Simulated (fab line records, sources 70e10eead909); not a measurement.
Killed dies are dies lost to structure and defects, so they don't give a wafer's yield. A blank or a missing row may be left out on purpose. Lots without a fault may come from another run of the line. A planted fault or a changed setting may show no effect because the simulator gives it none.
Which tool did it? | flow nand_harc | 24 lots, 72 wafers sampled, at 3 steps of a route of 1302

WHAT THE GAUGES READ, wafer by wafer
NHARC_A_CHANNEL_FILL_D1_INSPECT_13. Usual: raw_defect_count 355, standard deviation 170.
lot  | measured     | on                | raw_defect_count | flag
L074 | day 10 20:39 | defect_inspect-01 | 217 307 250      |
L075 | day 11 16:20 | defect_inspect-01 | 226 232 148      |
L077 | day 11 16:22 | defect_inspect-02 | 567 298 356      |
L076 | day 11 16:22 | defect_inspect-01 | 363 323 262      |
L078 | day 12 12:35 | defect_inspect-02 | 481 325 429      |
L079 | day 12 22:23 | defect_inspect-01 | 237 150 198      |
L080 | day 13 08:35 | defect_inspect-01 | 613 437 348      |
L081 | day 14 05:42 | defect_inspect-02 | 352 260 542      |
L082 | day 14 05:43 | defect_inspect-01 | 342 159 132      |
L083 | day 14 19:10 | defect_inspect-02 | 245 315 392      |
L084 | day 15 03:53 | defect_inspect-01 | 331 481 285      |
L085 | day 15 10:07 | defect_inspect-01 | 209 236 111      |
L087 | day 16 05:49 | defect_inspect-01 | 273 330 325      |
L086 | day 16 09:25 | defect_inspect-02 | 372 301 384      |
L089 | day 16 16:57 | defect_inspect-02 | 377 236 622      |
L088 | day 16 16:58 | defect_inspect-02 | 670 1252 553     |
L090 | day 17 11:10 | defect_inspect-02 | 221 391 430      |
L091 | day 17 11:10 | defect_inspect-01 | 163 257 194      |
L092 | day 18 05:13 | defect_inspect-02 | 450 257 375      |
L093 | day 18 13:52 | defect_inspect-02 | 732 757 449      |
L094 | day 19 03:21 | defect_inspect-02 | 237 279 250      |
L095 | day 19 17:04 | defect_inspect-01 | 211 299 306      |
L096 | day 19 20:55 | defect_inspect-01 | 374 302 438      |
L097 | day 20 04:10 | defect_inspect-01 | 167 362 174      |

NHARC_A_CHANNEL_HOLE_D2_CD_MEAS_18. Usual: cd_nm 99.5 nm, standard deviation 2.9.
lot  | measured     | on        | cd_nm (nm)        | flag
L074 | day 13 06:06 | cd_sem-02 | 103.0 108.0 100.8 |
L075 | day 14 05:10 | cd_sem-02 | 96.3 97.9 96.4    |
L077 | day 14 03:31 | cd_sem-01 | 98.0 95.6 106.4   |
L076 | day 14 04:49 | cd_sem-02 | 99.4 98.8 96.3    |
L078 | day 14 16:38 | cd_sem-02 | 98.4 101.8 102.3  |
L079 | day 15 03:01 | cd_sem-03 | 97.0 96.3 94.7    |
L080 | day 15 13:04 | cd_sem-01 | 97.9 98.5 103.2   |
L081 | day 16 10:55 | cd_sem-02 | 101.3 99.7 97.5   |
L082 | day 16 09:13 | cd_sem-03 | 102.8 99.2 100.0  |
L083 | day 17 01:50 | cd_sem-03 | 92.0 98.5 103.2   |
L084 | day 17 15:00 | cd_sem-03 | 103.4 96.9 98.9   |
L085 | day 17 15:30 | cd_sem-02 | 99.4 101.0 98.6   |
L087 | day 18 08:03 | cd_sem-03 | 94.6 100.0 98.7   |
L086 | day 18 14:07 | cd_sem-01 | 103.5 93.8 102.9  |
L089 | day 18 20:14 | cd_sem-02 | 95.6 97.2 100.0   |
L088 | day 18 20:06 | cd_sem-01 | 98.7 97.9 99.2    |
L090 | day 19 21:21 | cd_sem-01 | 97.9 100.7 100.8  |
L091 | day 19 21:30 | cd_sem-03 | 104.0 98.3 100.7  |
L092 | day 20 10:17 | cd_sem-03 | 99.9 93.7 96.1    |
L093 | day 20 21:08 | cd_sem-01 | 103.6 103.1 99.8  |
L094 | day 21 06:01 | cd_sem-03 | 98.6 96.0 95.5    |
L095 | day 21 22:05 | cd_sem-01 | 99.8 100.4 99.5   |
L096 | day 21 21:31 | cd_sem-01 | 95.0 100.8 103.9  |
L097 | day 22 21:37 | cd_sem-01 | 103.5 99.8 101.6  |

WHICH TOOL RAN EACH LOT (tool, then ch and the chambers of the sampled wafers, then the start)
lot  | NHARC_A_CHANNEL_HOLE_D2_ETCH_39
L074 | rie_diel-02 ch 1,2, day 13 06:06 or earlier
L075 | rie_diel-08 ch 0,2,3, day 14 05:10 or earlier
L077 | rie_diel-08 ch 1,3, day 14 03:31 or earlier
L076 | rie_diel-04 ch 0,1,3, day 14 04:49 or earlier
L078 | rie_diel-02 ch 0,1,3, day 14 16:38 or earlier
L079 | rie_diel-08 ch 0,1, day 15 03:01 or earlier
L080 | rie_diel-04 ch 0,1,2, day 15 13:04 or earlier
L081 | rie_diel-04 ch 2,3, day 16 10:55 or earlier
L082 | rie_diel-02 ch 0,3, day 16 09:13 or earlier
L083 | rie_diel-04 ch 1,2,3, day 17 01:50 or earlier
L084 | rie_diel-04 ch 2,3, day 17 15:00 or earlier
L085 | rie_diel-08 ch 1,2, day 17 15:30 or earlier
L087 | rie_diel-04 ch 0,1,2, day 18 08:03 or earlier
L086 | rie_diel-08 ch 0,1,3, day 18 14:07 or earlier
L089 | rie_diel-02 ch 0,2,3, day 18 20:14 or earlier
L088 | rie_diel-04 ch 0,1,2, day 18 20:06 or earlier
L090 | rie_diel-02 ch 0,2,3, day 19 21:21 or earlier
L091 | rie_diel-08 ch 1,3, day 19 21:30 or earlier
L092 | rie_diel-04 ch 0,3, day 20 10:17 or earlier
L093 | rie_diel-02 ch 0,1,2, day 20 21:08 or earlier
L094 | rie_diel-08 ch 0,2,3, day 21 06:01 or earlier
L095 | rie_diel-08 ch 0,2, day 21 22:05 or earlier
L096 | rie_diel-04 ch 0,3, day 21 21:31 or earlier
L097 | rie_diel-02 ch 1,3, day 22 21:37 or earlier
- NHARC_A_CHANNEL_HOLE_D2_ETCH_39: etches the open film in N2/H2, target depth 260 nm, time 325 s.

WHAT THE TOOLS THEMSELVES READ (means of the sampled wafers that have a number; where no wafer has one, the mark that the record gives instead)
NHARC_A_CHANNEL_HOLE_D2_ETCH_39. Usual: drypump_motor_current_A 5.7 A, standard deviation 0.46; oes_product_au 1.003 a.u., standard deviation 0.016; rf_vpp_V 430.6 V, standard deviation 2.4; showerhead_plenum_p_Torr 2.04 Torr, standard deviation 0.081; throttle_valve_pct 14.172 %, standard deviation 0.0095.
lot  | tool        | drypump_motor_current_A (A) | oes_product_au (a.u.) | rf_vpp_V (V) | showerhead_plenum_p_Torr (Torr) | throttle_valve_pct (%) | flag
L074 | rie_diel-02 | 5.7                         | 1.006                 | 427.4        | 1.94                            | 14.174                 |
L075 | rie_diel-08 | 5.6                         | 1.007                 | 428.5        | 1.98                            | 14.174                 |
L077 | rie_diel-08 | 5.6                         | 1.000                 | 432.6        | 2.11                            | 14.175                 |
L076 | rie_diel-04 | 5.8                         | 0.992                 | 431.1        | 2.06                            | 14.175                 |
L078 | rie_diel-02 | 5.8                         | 0.995                 | 431.3        | 2.08                            | 14.184                 |
L079 | rie_diel-08 | 5.3                         | 1.017                 | 429.7        | 2.01                            | 14.172                 |
L080 | rie_diel-04 | 6.1                         | 0.996                 | 430.7        | 2.04                            | 14.170                 |
L081 | rie_diel-04 | 5.9                         | 0.999                 | 429.6        | 1.99                            | 14.172                 |
L082 | rie_diel-02 | 5.7                         | 0.990                 | 433.0        | 2.16                            | 14.170                 |
L083 | rie_diel-04 | 5.9                         | 0.998                 | 430.4        | 2.02                            | 14.173                 |
L084 | rie_diel-04 | 5.9                         | 1.001                 | 429.5        | 1.99                            | 14.167                 |
L085 | rie_diel-08 | 5.1                         | 1.006                 | 431.8        | 2.10                            | 14.172                 |
L087 | rie_diel-04 | 6.1                         | 0.988                 | 430.7        | 2.04                            | 14.181                 |
L086 | rie_diel-08 | 5.7                         | 1.009                 | 430.9        | 2.04                            | 14.172                 |
L089 | rie_diel-02 | 5.8                         | 1.016                 | 431.8        | 2.08                            | 14.168                 |
L088 | rie_diel-04 | 6.1                         | 0.984                 | 429.9        | 2.04                            | 14.168                 |
L090 | rie_diel-02 | 5.8                         | 1.008                 | 431.7        | 2.08                            | 14.176                 |
L091 | rie_diel-08 | 5.6                         | 1.000                 | 432.1        | 2.11                            | 14.164                 |
L092 | rie_diel-04 | 5.6                         | 0.988                 | 431.7        | 2.07                            | 14.164                 |
L093 | rie_diel-02 | 5.6                         | 1.016                 | 429.8        | 2.01                            | 14.179                 |
L094 | rie_diel-08 | 5.6                         | 1.005                 | 429.3        | 1.98                            | 14.176                 |
L095 | rie_diel-08 | 5.2                         | 1.010                 | 427.6        | 1.95                            | 14.172                 |
L096 | rie_diel-04 | 5.5                         | 1.001                 | 430.5        | 2.05                            | 14.172                 |
L097 | rie_diel-02 | 6.0                         | 1.021                 | 431.5        | 2.07                            | 14.175                 |

THE ANSWER, worked out from the rows above alone
Rule: a lot is off if the mean of its wafers that have a number lies more than 3 standard deviations from the usual mean. A lot without any number at a reading at which 4 lots or more have one is off too. The other lots that the step has rows for count as sound. The gauges are gone through in route order, then the tools' own readings, and for those a lot's mean is taken as printed above. The first step at which some lot is off is used, and at that step the reading that is off furthest; a lot without a number counts as furthest.
No lot is off at any reading shown: from this, nothing can be told.

WHAT THE SIMULATOR HAD PUT IN
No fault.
